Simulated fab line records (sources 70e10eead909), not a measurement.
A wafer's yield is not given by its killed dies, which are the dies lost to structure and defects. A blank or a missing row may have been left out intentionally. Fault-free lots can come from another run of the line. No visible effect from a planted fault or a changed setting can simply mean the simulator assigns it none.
fab line records | flow nand-harc | part 1 of 2: steps 1 to 23 of 37
record: lots: 5 | wafers: 15 | last-day: 25
route steps=1159 shown P_M2@330 P_BONDPAD@351
lots with no fault: from the same line, run without faults
start-h: hours from the record's first day to the start of the lot's first wafer shown | wait-h: hours from the lot's prior step to this one | " as in the row above | L1.1+2: a row that stands for several wafers | - no value present, or no start provided | * or withheld: withheld | < > ~ a bound
route shown NAME@n: a module of which the file shows steps, and the number in the route of the first | usual: the fault-free wafers' mean and standard deviation | same: alike in all rows | chamber/n: place in a boat | sites: the reading at each site | _std_site: standard deviation of those values | _edge_site: outer sites' mean less inner sites' | radius-mm: for every site, how far away it sits from the centre of the wafer | mask NAME#n: copy n | behind: the most recent tool/chamber to have shaped the wafer | hold: reason for holding the lot/hours on hold/outcome of the hold | device: whichever transistor did not switch (one of n, p or np) | end of line: tests of these same wafers at the route's end | for a step that has no rows: nothing shown but its recipe | killed: count of dies lost to structure and defects at first sort (not the wafer's yield) | map: shows each die of a wafer: x if killed, . if not, _ if none is there
set.NAME: the run value of the setting; set.NAME@STEP: its run value at that earlier step | model.NAME: the simulator's own value behind a step, which no gauge read
certain route steps with their lots: each step a table, each wafer a row
services: the hour from which a tool's chamber was out of use, counted from the record's first day as start-h (under 0 if before that day), plus the number of hours and why
== steps ==
step: NHARC_P_M2_INSPECT_11
usual: raw-defect-count: 4.2/2.5
lot.wafer | tool              | chamber | start-h | wait-h | raw-defect-count
L080.1    | defect-inspect-01 | -       | 161.03  | 0.0    | 3
L080.3    | "                 | -       | "       | "      | 2
L080.5    | "                 | -       | "       | "      | 2
L087.3    | defect-inspect-02 | -       | 197.77  | 0.0    | 6
L087.4    | "                 | -       | "       | "      | 5
L087.5    | "                 | -       | "       | "      | 10
L091.2    | defect-inspect-01 | -       | 229.35  | 0.0    | 4
L091.5    | "                 | -       | "       | "      | 5
L091.6    | "                 | -       | "       | "      | 2
L092.2    | defect-inspect-01 | -       | 231.81  | 0.0    | 4
L092.3    | "                 | -       | "       | "      | 5
L092.4    | "                 | -       | "       | "      | 4
L095.3    | defect-inspect-02 | -       | 244.68  | 0.0    | 1
L095.4    | "                 | -       | "       | "      | 3
L095.5    | "                 | -       | "       | "      | 1
step: NHARC_P_M2_DESCUM_14
recipe: time-s: 3 | o2-flow-sccm: 200 | ar-flow-sccm: 0 | bias-power-w: 0 | chemistry: O2
usual: drypump-motor-current-A: 5.6/0.62 | oes-product-au: 0.999/0.0089 | rf-vpp-V: 57.9/0.88 | showerhead-plenum-p-Torr: 1.95/0.078 | throttle-valve-pct: 11.310/0.009
lot.wafer | tool        | chamber | start-h | wait-h | drypump-motor-current-A | oes-product-au | rf-hours-counter-h | rf-vpp-V | showerhead-plenum-p-Torr | throttle-valve-pct
L080.1    | rie-diel-06 | 2       | 161.10  | 0.1    | 6.4                     | 0.999          | 34                 | 57.3     | 1.97                     | 11.323
L080.3    | "           | 0       | "       | "      | 5.9                     | 1.003          | 33                 | 57.6     | 1.97                     | 11.305
L080.5    | "           | 1       | "       | "      | 6.6                     | 1.000          | -                  | 56.9     | 2.02                     | 11.304
L087.3    | rie-diel-03 | 2       | 197.83  | 0.1    | 5.0                     | 0.993          | 6                  | 56.8     | 1.86                     | 11.311
L087.4    | "           | 1       | "       | "      | 4.9                     | 1.005          | 5                  | 57.5     | 1.98                     | 11.302
L087.5    | "           | 2       | "       | "      | 5.0                     | 1.003          | -                  | 56.3     | 1.86                     | 11.296
L091.2    | rie-diel-03 | 2       | 229.46  | 0.1    | 5.0                     | 1.002          | 0                  | 57.5     | 1.86                     | 11.307
L091.6    | "           | 3       | "       | "      | 5.2                     | 1.013          | -                  | 58.8     | 2.02                     | 11.294
L091.5    | "           | 0       | "       | "      | 6.5                     | 0.999          | -                  | 57.8     | 2.02                     | 11.307
L092.2    | rie-diel-06 | 3       | 231.87  | 0.1    | 6.3                     | 0.998          | 62                 | 55.5     | 1.78                     | 11.303
L092.4    | "           | 0       | "       | "      | 5.9                     | 1.006          | 59                 | 57.5     | 1.96                     | 11.307
L092.3    | "           | 1       | "       | "      | 6.6                     | 1.005          | 47                 | 57.7     | 2.01                     | 11.300
L095.3    | rie-diel-04 | 0       | 244.86  | 0.2    | 5.8                     | 0.997          | 24                 | 56.6     | 1.96                     | 11.310
L095.4    | "           | 1       | "       | "      | 5.4                     | 0.996          | 24                 | 58.4     | 2.05                     | 11.311
L095.5    | "           | 3       | "       | "      | 5.1                     | 0.997          | -                  | 58.3     | 1.82                     | 11.313
step: NHARC_P_M2_ETCH_35
recipe: target-depth-a: 400 | overetch-a: 120 | time-s: 43.94 | ion-energy-ev: 200 | n2-flow-sccm: 150 | h2-flow-sccm: 150 | ar-flow-sccm: 0 | rf-w: 400 | bias-w: 150 | chemistry: N2/H2
usual: bias-w: 150.0/0.44 | drypump-motor-current-A: 5.6/0.64 | oes-product-au: 1.000/0.009 | rf-vpp-V: 431.9/2.4 | showerhead-plenum-p-Torr: 2.09/0.081 | throttle-valve-pct: 14.171/0.0092
lot.wafer | tool        | chamber | start-h | wait-h | bias-w | drypump-motor-current-A | oes-product-au | rf-hours-counter-h | rf-vpp-V | showerhead-plenum-p-Torr | throttle-valve-pct
L080.1    | rie-diel-06 | 1       | 161.18  | 0.1    | 149.8  | 6.6                     | 1.004          | 27                 | 432.9    | 2.15                     | 14.187
L080.3    | "           | 3       | "       | "      | 149.8  | 6.2                     | 1.003          | 36                 | 425.2    | 1.90                     | 14.153
L080.5    | "           | 1       | "       | "      | 149.7  | 6.6                     | 0.996          | -                  | 433.5    | 2.15                     | 14.173
L087.3    | rie-diel-03 | 2       | 197.95  | 0.1    | 150.2  | 5.1                     | 1.002          | 6                  | 428.7    | 1.98                     | 14.158
L087.4    | "           | 3       | "       | "      | 149.9  | 5.3                     | 1.015          | 5                  | 433.6    | 2.15                     | 14.183
L087.5    | "           | 1       | "       | "      | 149.8  | 4.8                     | 1.007          | -                  | 433.3    | 2.12                     | 14.165
L091.2    | rie-diel-03 | 0       | 229.56  | 0.1    | 149.4  | 6.5                     | 0.992          | 0                  | 432.5    | 2.16                     | 14.162
L091.5    | "           | 1       | "       | "      | 149.9  | 4.9                     | 1.001          | -                  | 431.6    | 2.12                     | 14.177
L091.6    | "           | 2       | "       | "      | 150.7  | 5.1                     | 0.983          | -                  | 428.2    | 1.98                     | 14.161
L092.3    | rie-diel-06 | 1       | 231.95  | 0.1    | 149.3  | 6.6                     | 1.019          | 47                 | 431.5    | 2.15                     | 14.174
L092.2    | "           | 2       | "       | "      | 149.7  | 6.4                     | 1.003          | 62                 | 433.2    | 2.09                     | 14.186
L092.4    | "           | 0       | "       | "      | 149.7  | 5.9                     | 1.012          | 59                 | 430.9    | 2.09                     | 14.175
L095.4    | rie-diel-04 | 0       | 244.93  | 0.1    | 150.3  | 5.8                     | 0.997          | 24                 | 430.9    | 2.09                     | 14.173
L095.3    | "           | 2       | "       | "      | 150.4  | 5.9                     | 0.999          | 23                 | 428.7    | 2.02                     | 14.161
L095.5    | "           | 1       | "       | "      | 150.3  | 5.5                     | 1.004          | -                  | 434.2    | 2.18                     | 14.172
step: NHARC_P_M2_ETCH_15
recipe: target-depth-a: 1825 | time-s: 91.2 | c4f8-flow-sccm: withheld | ar-flow-sccm: 400 | rf-w: 600 | bias-w: 300 | chemistry: C4F8/Ar
usual: bias-w: 299.9/0.96 | oes-product-au: 0.943/0.02 | rf-vpp-V: 441.9/2.6
lot.wafer | tool        | chamber | start-h | wait-h | bias-w | oes-product-au | rf-hours-counter-h | rf-vpp-V
L080.3    | rie-diel-06 | 3       | -       | -      | 300.0  | 0.939          | 36                 | 435.9
L080.1    | "           | 1       | "       | "      | 298.3  | 0.931          | 27                 | 443.8
L080.5    | "           | 2       | "       | "      | 299.4  | 0.937          | -                  | 442.3
L087.3    | rie-diel-03 | 3       | -       | -      | 300.7  | 0.949          | 5                  | 443.3
L087.4    | "           | 1       | "       | "      | 300.0  | 0.951          | 6                  | 445.1
L087.5    | "           | 3       | "       | "      | 301.1  | 0.944          | -                  | 443.5
L091.2    | rie-diel-03 | 1       | -       | -      | 300.5  | 0.955          | 0                  | 443.0
L091.5    | "           | 3       | "       | "      | 300.6  | 0.953          | -                  | 443.8
L091.6    | "           | 0       | "       | "      | 298.5  | 0.952          | -                  | 445.6
L092.4    | rie-diel-06 | 2       | -       | -      | 300.8  | 0.928          | 62                 | 442.7
L092.2    | "           | 3       | "       | "      | 300.2  | 0.926          | 62                 | 437.3
L092.3    | "           | 1       | "       | "      | 298.7  | 0.918          | 47                 | 444.1
L095.4    | rie-diel-04 | 3       | -       | -      | 299.7  | 0.920          | 24                 | 437.4
L095.3    | "           | 1       | "       | "      | 300.0  | 0.923          | 24                 | 446.2
L095.5    | "           | 3       | "       | "      | 299.6  | 0.930          | -                  | 438.5
step: NHARC_P_M2_CD_MEAS_16
usual: cd-nm: 170.0/0.79
lot.wafer | tool      | chamber | start-h | wait-h | cd-nm
L080.1    | cd-sem-03 | -       | 161.40  | -      | 169.9
L080.3    | "         | -       | "       | "      | 168.8
L080.5    | "         | -       | "       | "      | 171.2
L087.3    | cd-sem-02 | -       | 198.16  | -      | 170.7
L087.4    | "         | -       | "       | "      | 170.7
L087.5    | "         | -       | "       | "      | 170.2
L091.2    | cd-sem-03 | -       | 229.77  | -      | 169.7
L091.5    | "         | -       | "       | "      | 170.0
L091.6    | "         | -       | "       | "      | 170.3
L092.2    | cd-sem-02 | -       | 232.19  | -      | 169.7
L092.3    | "         | -       | "       | "      | 169.4
L092.4    | "         | -       | "       | "      | 170.1
L095.3    | cd-sem-03 | -       | 245.16  | -      | 169.2
L095.4    | "         | -       | "       | "      | 170.5
L095.5    | "         | -       | "       | "      | 170.0
step: NHARC_P_M2_STRIP_18
recipe: power-w: 1000 | n2-flow-sccm: 150 | h2-flow-sccm: 150 | ar-flow-sccm: 0 | bias-w: 0 | chemistry: N2/H2
usual: drypump-motor-current-A: 5.6/0.62 | oes-product-au: 1.000/0.0087 | rf-vpp-V: 90.9/0.92 | showerhead-plenum-p-Torr: 2.09/0.078 | throttle-valve-pct: 14.171/0.008
same: bias-w: 0
lot.wafer | tool        | chamber | start-h | wait-h | drypump-motor-current-A | oes-product-au | rf-hours-counter-h | rf-vpp-V | showerhead-plenum-p-Torr | throttle-valve-pct
L080.1    | rie-diel-03 | 1       | 161.54  | 0.1    | 4.8                     | 0.997          | 4                  | 90.9     | 2.12                     | 14.176
L080.3    | "           | 2       | "       | "      | 5.0                     | 0.988          | 5                  | 88.7     | 1.98                     | 14.170
L080.5    | "           | 0       | "       | "      | 6.6                     | 0.988          | -                  | 91.0     | 2.16                     | 14.178
L087.3    | rie-diel-04 | 2       | 198.23  | 0.1    | 5.8                     | 1.005          | 13                 | 90.7     | 2.02                     | 14.172
L087.4    | "           | 3       | "       | "      | 5.1                     | 1.005          | 14                 | 89.9     | 1.94                     | 14.163
L087.5    | "           | 3       | "       | "      | 5.1                     | 0.996          | -                  | 90.0     | 1.94                     | 14.174
L091.2    | rie-diel-03 | 0       | 229.84  | 0.1    | 6.5                     | 0.994          | 0                  | 90.6     | 2.16                     | 14.169
L091.6    | "           | 0       | "       | "      | 6.5                     | 1.005          | -                  | 90.8     | 2.16                     | 14.164
L091.5    | "           | 1       | "       | "      | 4.8                     | 1.007          | -                  | 91.2     | 2.12                     | 14.169
L092.4    | rie-diel-04 | 1       | 232.29  | 0.1    | 5.5                     | 0.997          | 23                 | 91.9     | 2.18                     | 14.173
L092.2    | "           | 2       | "       | "      | 5.8                     | 0.985          | 21                 | 90.3     | 2.02                     | 14.173
L092.3    | "           | 3       | "       | "      | 5.1                     | 0.999          | 22                 | 89.5     | 1.94                     | 14.155
L095.4    | rie-diel-03 | 2       | 245.25  | 0.1    | 5.1                     | 0.994          | 1                  | 90.6     | 1.98                     | 14.177
L095.3    | "           | 0       | "       | "      | 6.5                     | 0.998          | 1                  | 90.5     | 2.16                     | 14.169
L095.5    | "           | 2       | "       | "      | 5.1                     | 0.990          | -                  | 89.7     | 1.98                     | 14.166
step: NHARC_P_M2_ETCH_28
recipe: target-depth-a: 300 | over-etch-frac: 0.3 | time-s: 72.99 | ion-energy-ev: 150 | cf4-flow-sccm: 50 | n2-flow-sccm: 100 | ar-flow-sccm: 150 | rf-w: 300 | bias-w: 100 | chemistry: CF4/N2
usual: bias-w: 99.97/0.27 | drypump-motor-current-A: 5.6/0.62 | oes-product-au: 1.000/0.0081 | rf-vpp-V: 315.3/1.8 | showerhead-plenum-p-Torr: 2.69/0.095 | throttle-valve-pct: 19.794/0.0094
lot.wafer | tool        | chamber | start-h | wait-h | bias-w | drypump-motor-current-A | oes-product-au | rf-hours-counter-h | rf-vpp-V | showerhead-plenum-p-Torr | throttle-valve-pct
L080.3    | rie-diel-03 | 2       | -       | -      | 100.07 | 5.0                     | 0.997          | 5                  | 312.2    | 2.55                     | 19.796
L080.1    | "           | 1       | "       | "      | 100.00 | 4.8                     | 1.005          | 4                  | 315.5    | 2.72                     | 19.806
L080.5    | "           | 2       | "       | "      | 100.34 | 5.0                     | 0.999          | -                  | 314.1    | 2.55                     | 19.798
L087.3    | rie-diel-04 | 3       | -       | -      | 100.18 | 5.1                     | 0.998          | 14                 | 311.4    | 2.51                     | 19.780
L087.4    | "           | 0       | "       | "      | 99.95  | 5.8                     | 0.998          | 15                 | 316.5    | 2.69                     | 19.798
L087.5    | "           | 3       | "       | "      | 100.08 | 5.1                     | 0.989          | -                  | 311.2    | 2.51                     | 19.789
L091.2    | rie-diel-03 | 2       | -       | -      | 100.28 | 5.1                     | 0.993          | 0                  | 312.2    | 2.55                     | 19.784
L091.5    | "           | 2       | "       | "      | 100.11 | 5.1                     | 0.998          | -                  | 313.6    | 2.55                     | 19.797
L091.6    | "           | 3       | "       | "      | 99.98  | 5.3                     | 1.022          | -                  | 317.8    | 2.76                     | 19.793
L092.4    | rie-diel-04 | 1       | -       | -      | 99.82  | 5.5                     | 0.998          | 23                 | 317.1    | 2.80                     | 19.795
L092.3    | "           | 2       | "       | "      | 99.95  | 5.8                     | 0.991          | 21                 | 312.9    | 2.60                     | 19.780
L092.2    | "           | 3       | "       | "      | 99.65  | 5.1                     | 0.997          | 22                 | 312.9    | 2.51                     | 19.793
L095.3    | rie-diel-03 | 1       | -       | -      | 100.29 | 4.8                     | 1.007          | 1                  | 316.0    | 2.72                     | 19.797
L095.4    | "           | 3       | "       | "      | 99.83  | 5.2                     | 1.020          | 1                  | 316.9    | 2.76                     | 19.804
L095.5    | "           | 1       | "       | "      | 100.20 | 4.9                     | 1.012          | -                  | 316.2    | 2.72                     | 19.783
step: NHARC_P_M2_STRIP_19
recipe: time-s: 600 | temp-c: 30 | chemistry: post-etch-residue-remover
lot.wafer  | tool         | chamber | start-h | wait-h
L080.5+3+1 | wet-bench-10 | 6,0,2   | 161.87  | -
L087.4+3+5 | wet-bench-08 | 7,1,2   | 198.62  | -
L091.5+6+2 | wet-bench-10 | 5,1,2   | 230.21  | -
L092.2+4+3 | wet-bench-10 | 5,7,0   | 232.64  | -
L095.5+3+4 | wet-bench-08 | 3,4,5   | 245.62  | -
step: NHARC_P_M2_DEGAS_29
recipe: temp-c: 250 | time-s: 60
usual: heater-power-w: 335/29
lot.wafer | tool           | chamber | start-h | wait-h | heater-power-w
L080.1    | pvd-sputter-02 | -       | 162.13  | -      | 344
L080.3    | "              | -       | "       | "      | 324
L080.5    | "              | -       | "       | "      | 308
L087.4    | pvd-sputter-02 | -       | 198.89  | -      | 341
L087.3    | "              | -       | "       | "      | 315
L087.5    | "              | -       | "       | "      | 358
L091.2    | pvd-sputter-03 | -       | 230.50  | -      | 277
L091.6    | "              | -       | "       | "      | 328
L091.5    | "              | -       | "       | "      | 367
L092.2    | pvd-sputter-03 | -       | 232.90  | -      | 270
L092.4    | "              | -       | "       | "      | 349
L092.3    | "              | -       | "       | "      | 336
L095.4    | pvd-sputter-02 | -       | 245.88  | -      | 324
L095.3    | "              | -       | "       | "      | 346
L095.5    | "              | -       | "       | "      | 336
step: NHARC_P_M2_PRE_CLEAN_30
recipe: time-s: 30 | temp-c: 280 | gas: H2/He
usual: heater-power-w: 411/35
lot.wafer | tool           | chamber | start-h | wait-h | heater-power-w
L080.3    | pvd-sputter-02 | -       | -       | -      | 381
L080.1    | "              | -       | "       | "      | 419
L080.5    | "              | -       | "       | "      | 382
L087.4    | pvd-sputter-02 | -       | -       | -      | 446
L087.3    | "              | -       | "       | "      | 389
L087.5    | "              | -       | "       | "      | 414
L091.2    | pvd-sputter-03 | -       | -       | -      | 412
L091.6    | "              | -       | "       | "      | 447
L091.5    | "              | -       | "       | "      | 334
L092.4    | pvd-sputter-03 | -       | -       | -      | 342
L092.3    | "              | -       | "       | "      | 434
L092.2    | "              | -       | "       | "      | 400
L095.3    | pvd-sputter-02 | -       | -       | -      | 384
L095.4    | "              | -       | "       | "      | 411
L095.5    | "              | -       | "       | "      | 377
step: NHARC_P_M2_PVD_20
recipe: target-thk-a: 50 | bias-v: 168.6 | power-w: 15000 | chamber-pressure-pa: 0.12 | time-s: 8.06 | substrate-temp-c: 50 | material: TaN
usual: throttle-valve-pct: 30.3/1.2
lot.wafer | tool           | chamber | start-h | wait-h | throttle-valve-pct
L080.3    | pvd-sputter-02 | -       | -       | -      | 29.5
L080.1    | "              | -       | "       | "      | 31.8
L080.5    | "              | -       | "       | "      | 29.8
L087.3    | pvd-sputter-02 | -       | -       | -      | 29.9
L087.4    | "              | -       | "       | "      | 32.5
L087.5    | "              | -       | "       | "      | 32.0
L091.2    | pvd-sputter-03 | -       | -       | -      | 29.8
L091.6    | "              | -       | "       | "      | 30.0
L091.5    | "              | -       | "       | "      | 29.6
L092.4    | pvd-sputter-03 | -       | -       | -      | 29.3
L092.3    | "              | -       | "       | "      | 28.0
L092.2    | "              | -       | "       | "      | 30.1
L095.3    | pvd-sputter-02 | -       | -       | -      | 32.2
L095.4    | "              | -       | "       | "      | 29.7
L095.5    | "              | -       | "       | "      | 30.0
step: NHARC_P_M2_PVD_21
recipe: target-thk-a: 300 | chamber-pressure-pa: 5 | power-w: 5000 | substrate-temp-c: 30 | time-s: 20.49 | material: Cu
usual: throttle-valve-pct: 30.3/1.3
lot.wafer | tool           | chamber | start-h | wait-h | throttle-valve-pct
L080.3    | pvd-sputter-02 | -       | -       | -      | 29.9
L080.1    | "              | -       | "       | "      | 31.7
L080.5    | "              | -       | "       | "      | 32.5
L087.4    | pvd-sputter-02 | -       | -       | -      | 31.8
L087.3    | "              | -       | "       | "      | 29.9
L087.5    | "              | -       | "       | "      | 32.5
L091.2    | pvd-sputter-03 | -       | -       | -      | 29.9
L091.6    | "              | -       | "       | "      | 27.8
L091.5    | "              | -       | "       | "      | 30.0
L092.2    | pvd-sputter-03 | -       | -       | -      | 29.1
L092.4    | "              | -       | "       | "      | 28.1
L092.3    | "              | -       | "       | "      | 30.0
L095.4    | pvd-sputter-02 | -       | -       | -      | 29.9
L095.3    | "              | -       | "       | "      | 29.5
L095.5    | "              | -       | "       | "      | 29.7
step: NHARC_P_M2_ECD_22
recipe: target-thk-a: 4000 | bath-temp-c: 25 | material: Cu
lot.wafer  | tool      | chamber | start-h | wait-h
L080.1+3+5 | ecd-cu-02 | 0,1,1   | 162.53  | -
L087.3+4+5 | ecd-cu-02 | 0,1,0   | 199.55  | -
L091.2+5+6 | ecd-cu-01 | 0,0,1   | 230.86  | -
L092.2+3+4 | ecd-cu-02 | 1,0,1   | 233.32  | -
L095.4+3+5 | ecd-cu-01 | 1,0,1   | 246.32  | -
step: NHARC_P_M2_ANNEAL_31
recipe: temp-c: 225 | time-s: 90
usual: wafer_temp_C_max: 226.05/0.28
lot.wafer | tool          | chamber | start-h | wait-h | wafer_temp_C_max
L080.1    | rtp-anneal-01 | 0       | 162.86  | 0.3    | 225.68
L080.3    | "             | 0       | "       | "      | 225.91
L080.5    | "             | 0       | "       | "      | 225.73
L087.3    | rtp-anneal-02 | 0       | 199.96  | -      | 225.97
L087.4    | "             | 0       | "       | "      | 225.68
L087.5    | "             | 0       | "       | "      | 225.72
L091.2    | rtp-anneal-01 | 0       | 231.29  | 0.4    | 226.33
L091.5    | "             | 0       | "       | "      | 226.24
L091.6    | "             | 0       | "       | "      | 226.50
L092.2    | rtp-anneal-01 | 0       | 233.73  | 0.4    | 226.52
L092.3    | "             | 0       | "       | "      | 225.89
L092.4    | "             | 0       | "       | "      | 226.04
L095.3    | rtp-anneal-01 | 0       | 246.73  | 0.3    | 225.98
L095.4    | "             | 0       | "       | "      | 226.43
L095.5    | "             | 0       | "       | "      | 226.28
step: NHARC_P_M2_CMP_23
recipe: t-overpolish-s: 20 | target-thk-nm: 144.3
usual: motor-current-A: 12.9/1.4 | slurry-filter-dp-kPa: 13.51/0.14 | time-to-endpoint-s: 28.1/2.6
lot.wafer | tool   | chamber | start-h | wait-h | motor-current-A | slurry-filter-dp-kPa | time-to-endpoint-s
L080.1    | cmp-01 | 2       | 163.21  | -      | 12.4            | 13.65                | 24.4
L080.3    | "      | 1       | "       | "      | 11.0            | 13.59                | 29.0
L080.5    | "      | 3       | "       | "      | 12.5            | 13.62                | 26.4
L087.3    | cmp-01 | 2       | 200.19  | -      | 12.9            | 13.41                | 31.1
L087.4    | "      | 3       | "       | "      | 11.5            | 13.52                | 29.8
L087.5    | "      | 2       | "       | "      | 12.7            | 13.37                | 32.4
L091.2    | cmp-03 | 0       | 231.61  | -      | 12.4            | 13.16                | 26.6
L091.6    | "      | 3       | "       | "      | 13.0            | 13.25                | 29.3
L091.5    | "      | 0       | "       | "      | 13.6            | 13.31                | 26.7
L092.3    | cmp-04 | 3       | 234.05  | -      | 13.7            | 13.70                | 28.3
L092.2    | "      | 0       | "       | "      | 13.1            | 13.53                | 25.4
L092.4    | "      | 1       | "       | "      | 14.8            | 13.53                | 27.5
L095.4    | cmp-04 | 3       | 247.00  | -      | 13.3            | 13.41                | 28.3
L095.3    | "      | 0       | "       | "      | 12.9            | 13.47                | 23.3
L095.5    | "      | 3       | "       | "      | 12.8            | 13.48                | 26.3
step: NHARC_P_M2_THK_MEAS_24
recipe: thk-meas-gauge: xrf
usual: thk-nm: 144.1/1.6
lot.wafer | tool          | chamber | start-h | wait-h | thk-nm
L080.1    | film-metro-02 | -       | 163.52  | -      | 144.5
L080.3    | "             | -       | "       | "      | 142.2
L080.5    | "             | -       | "       | "      | 143.7
L087.3    | film-metro-01 | -       | 200.51  | -      | 146.9
L087.4    | "             | -       | "       | "      | 145.6
L087.5    | "             | -       | "       | "      | 147.7
L091.2    | film-metro-02 | -       | 231.90  | -      | 144.7
L091.5    | "             | -       | "       | "      | 143.0
L091.6    | "             | -       | "       | "      | 143.1
L092.2    | film-metro-02 | -       | 234.33  | -      | 144.7
L092.3    | "             | -       | "       | "      | 144.7
L092.4    | "             | -       | "       | "      | 144.1
L095.3    | film-metro-02 | -       | 247.30  | -      | 141.6
L095.4    | "             | -       | "       | "      | 143.9
L095.5    | "             | -       | "       | "      | 143.6
step: NHARC_P_M2_SRD_25
lot.wafer  | tool         | chamber | start-h | wait-h
L080.3+5+1 | wet-bench-08 | 4,6,7   | 163.57  | 0.0
L087.4+5+3 | wet-bench-10 | 5,6,1   | 200.56  | 0.0
L091.2+6+5 | wet-bench-10 | 1,3,4   | 231.94  | 0.0
L092.2+4+3 | wet-bench-10 | 1,2,3   | 234.38  | 0.0
L095.4+5+3 | wet-bench-08 | 5,6,0   | 247.34  | 0.0
step: NHARC_P_M2_INSPECT_27
usual: raw-defect-count: 326/120
lot.wafer | tool              | chamber | start-h | wait-h | raw-defect-count
L080.1    | defect-inspect-01 | -       | 163.68  | 0.0    | 239
L080.3    | "                 | -       | "       | "      | 292
L080.5    | "                 | -       | "       | "      | 316
L087.3    | defect-inspect-02 | -       | 200.67  | 0.0    | 252
L087.4    | "                 | -       | "       | "      | 198
L087.5    | "                 | -       | "       | "      | 450
L091.2    | defect-inspect-02 | -       | 232.06  | 0.0    | 219
L091.5    | "                 | -       | "       | "      | 389
L091.6    | "                 | -       | "       | "      | 359
L092.2    | defect-inspect-02 | -       | 234.51  | 0.0    | 279
L092.3    | "                 | -       | "       | "      | 499
L092.4    | "                 | -       | "       | "      | 412
L095.3    | defect-inspect-01 | -       | 247.45  | 0.0    | 379
L095.4    | "                 | -       | "       | "      | 215
L095.5    | "                 | -       | "       | "      | 407
step: NHARC_P_M2_PRE_CLEAN_32
recipe: time-s: 12 | temp-c: 370 | rf-power-w: 300 | gas: NH3
usual: heater-power-w: 612/120
lot.wafer | tool     | chamber | start-h | wait-h | heater-power-w
L080.1    | pecvd-04 | 0       | 163.74  | 0.1    | 450
L080.3    | "        | 2       | "       | "      | 526
L080.5    | "        | 2       | "       | "      | 521
L087.3    | pecvd-03 | 1       | 200.73  | 0.1    | 571
L087.4    | "        | 1       | "       | "      | 567
L087.5    | "        | 2       | "       | "      | 522
L091.2    | pecvd-04 | 1       | 232.15  | 0.1    | 865
L091.6    | "        | 0       | "       | "      | 491
L091.5    | "        | 1       | "       | "      | 858
L092.2    | pecvd-03 | 0       | 235.06  | 0.6    | 843
L092.3    | "        | 1       | "       | "      | 543
L092.4    | "        | 1       | "       | "      | 539
L095.3    | pecvd-03 | 2       | 247.53  | 0.1    | 621
L095.4    | "        | 1       | "       | "      | 583
L095.5    | "        | 2       | "       | "      | 631
step: NHARC_P_M2_DEP_33
recipe: target-thk-a: 300 | temp-c: 370 | target-thk-nm: 30 | pressure-torr: 3 | flow-sccm: 200 | rf-w: 450 | material: SiCN
usual: heater-power-w: 566/110
lot.wafer | tool     | chamber | start-h | wait-h | heater-power-w
L080.1    | pecvd-04 | 0       | 163.86  | 0.1    | 365
L080.3    | "        | 2       | "       | "      | 511
L080.5    | "        | 2       | "       | "      | 505
L087.3    | pecvd-03 | 1       | 200.81  | 0.1    | 486
L087.4    | "        | 1       | "       | "      | 484
L087.5    | "        | 2       | "       | "      | 575
L091.2    | pecvd-04 | 1       | 232.29  | 0.1    | 697
L091.6    | "        | 0       | "       | "      | 485
L091.5    | "        | 1       | "       | "      | 703
L092.2    | pecvd-03 | 0       | 235.17  | 0.1    | 663
L092.3    | "        | 1       | "       | "      | 507
L092.4    | "        | 1       | "       | "      | 491
L095.3    | pecvd-03 | 2       | 247.64  | 0.1    | 530
L095.4    | "        | 1       | "       | "      | 528
L095.5    | "        | 2       | "       | "      | 529
step: NHARC_P_BONDPAD_DEP_00
recipe: target-thk-a: 2500 | temp-c: 370 | target-thk-nm: 250 | pressure-torr: 3 | flow-sccm: 200 | rf-w: 450 | material: SiCN
usual: heater-power-w: 567/110
lot.wafer | tool     | chamber | start-h | wait-h | heater-power-w
L080.3    | pecvd-03 | 1       | 164.67  | 0.6    | 536
L080.1    | "        | 2       | "       | "      | 514
L080.5    | "        | 0       | "       | "      | 739
L087.3    | pecvd-03 | 2       | -       | -      | 575
L087.5    | "        | 2       | "       | "      | 584
L087.4    | "        | 0       | "       | "      | 750
L091.2    | pecvd-03 | 2       | 232.66  | -      | 566
L091.6    | "        | 1       | "       | "      | 447
L091.5    | "        | 2       | "       | "      | 585
L092.3    | pecvd-04 | 1       | 235.54  | -      | 751
L092.2    | "        | 0       | "       | "      | 492
L092.4    | "        | 2       | "       | "      | 517
L095.3    | pecvd-02 | 1       | 248.11  | -      | 618
L095.5    | "        | 0       | "       | "      | 623
L095.4    | "        | 1       | "       | "      | 611
step: NHARC_P_BONDPAD_CMP_32
recipe: target-thk-nm: 200 | material: SiCN
usual: motor-current-A: 12.3/1.4 | slurry-filter-dp-kPa: 13.49/0.15
lot.wafer | tool   | chamber | start-h | wait-h | motor-current-A | slurry-filter-dp-kPa
L080.1    | cmp-01 | 1       | 165.04  | -      | 11.6            | 13.44
L080.3    | "      | 0       | "       | "      | 9.8             | 13.58
L080.5    | "      | 2       | "       | "      | 12.6            | 13.41
L087.3    | cmp-02 | 3       | 201.61  | -      | 9.2             | 13.30
L087.4    | "      | 2       | "       | "      | 14.2            | 13.74
L087.5    | "      | 0       | "       | "      | 13.1            | 13.44
L091.2    | cmp-01 | 3       | 233.04  | -      | 12.4            | 13.41
L091.6    | "      | 2       | "       | "      | 13.2            | 13.40
L091.5    | "      | 3       | "       | "      | 11.8            | 13.50
L092.4    | cmp-03 | 1       | 235.95  | -      | 12.3            | 13.27
L092.2    | "      | 3       | "       | "      | 12.7            | 13.13
L092.3    | "      | 0       | "       | "      | 12.7            | 13.47
L095.3    | cmp-03 | 1       | 248.43  | -      | 12.7            | 13.46
L095.4    | "      | 3       | "       | "      | 12.9            | 13.54
L095.5    | "      | 2       | "       | "      | 14.8            | 13.65
step: NHARC_P_BONDPAD_THK_MEAS_33
recipe: thk-meas-gauge: ellipsometry
usual: thk-nm: 199.7/1.5
lot.wafer | tool          | chamber | start-h | wait-h | thk-nm
L080.1    | film-metro-02 | -       | 165.28  | 0.2    | 202.0
L080.3    | "             | -       | "       | "      | 199.0
L080.5    | "             | -       | "       | "      | 203.8
L087.3    | film-metro-01 | -       | 201.87  | 0.2    | 201.3
L087.4    | "             | -       | "       | "      | 200.7
L087.5    | "             | -       | "       | "      | 198.6
L091.2    | film-metro-01 | -       | 233.27  | 0.2    | 199.1
L091.5    | "             | -       | "       | "      | 199.3
L091.6    | "             | -       | "       | "      | 200.4
L092.2    | film-metro-01 | -       | 236.20  | 0.2    | 198.0
L092.3    | "             | -       | "       | "      | 198.2
L092.4    | "             | -       | "       | "      | 200.6
L095.3    | film-metro-01 | -       | 248.68  | 0.2    | 199.3
L095.4    | "             | -       | "       | "      | 198.7
L095.5    | "             | -       | "       | "      | 198.9
